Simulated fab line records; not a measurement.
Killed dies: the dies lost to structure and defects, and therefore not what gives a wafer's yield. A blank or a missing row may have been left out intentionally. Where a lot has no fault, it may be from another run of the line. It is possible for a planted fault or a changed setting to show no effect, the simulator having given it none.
Matching of chambers + flow n5Finfet + rieDiel-03 running N5_BEOL_M9_VIA_ETCH_34: 4 sister chambers
The step etches SiCOH lowk in C4F6/O2, target depth 182.4 nm, time 68.4 s. 8 wafers are shown with their chamber, then 10 later ones without.

== WAFERS PAIRED WITH THEIR CHAMBERS ==
| wafer  | chamber | throttleValvePct (%) | drypumpMotorCurrentA (A) |
|--------|---------|----------------------|--------------------------|
| L082.1 | 3       | 20.77                | 6.6                      |
| L084.2 | 2       | 20.82                | 5.8                      |
| L084.6 | 1       | 21.36                | 6.1                      |
| L089.1 | 1       | 21.36                | 6.0                      |
| L089.2 | 0       | 20.70                | 4.9                      |
| L089.3 | 2       | 20.82                | 5.7                      |
| L088.1 | 3       | 20.79                | 6.7                      |
| L088.4 | 0       | 20.71                | 4.9                      |

== WAFERS WITH NO CHAMBER GIVEN ==
| wafer  | throttleValvePct (%) | drypumpMotorCurrentA (A) |
|--------|----------------------|--------------------------|
| L088.6 | 21.38                | 6.0                      |
| L091.2 | 20.72                | 4.9                      |
| L091.4 | 20.85                | 5.7                      |
| L091.6 | 20.82                | 6.7                      |
| L095.2 | 20.81                | 6.6                      |
| L095.3 | 20.85                | 5.8                      |
| L095.4 | 20.72                | 4.9                      |
| L097.1 | 20.82                | 6.7                      |
| L097.2 | 20.74                | 4.9                      |
| L097.3 | 20.87                | 5.8                      |

== WHICH CHAMBER EACH ONE RAN IN ==
| wafer  | from the rows above | in truth |
|--------|---------------------|----------|
| L088.6 | 1                   | 1        |
| L091.2 | 0                   | 0        |
| L091.4 | 2                   | 2        |
| L091.6 | 3                   | 3        |
| L095.2 | 3                   | 3        |
| L095.3 | 2                   | 2        |
| L095.4 | 0                   | 0        |
| L097.1 | 3                   | 3        |
| L097.2 | 0                   | 0        |
| L097.3 | 2                   | 2        |
Correct placement for 10 of the 10. Not placeable from these rows: 0. Wrongly placed: 0.
How it was worked out, from the rows above alone: a wafer's distance from a chamber is the root of the sum, over the readings, of the square of ((its reading less the chamber's mean) divided by the reading's scatter). The wafer belongs to the nearest chamber; if the next one is less than 2 further off, it can't be placed. The mean given for a chamber averages the wafers shown for that chamber. How the scatter is found: for the shown wafers, subtract from each reading the mean of its chamber, square and add these, divide the total by (wafers less chambers), then take the root.
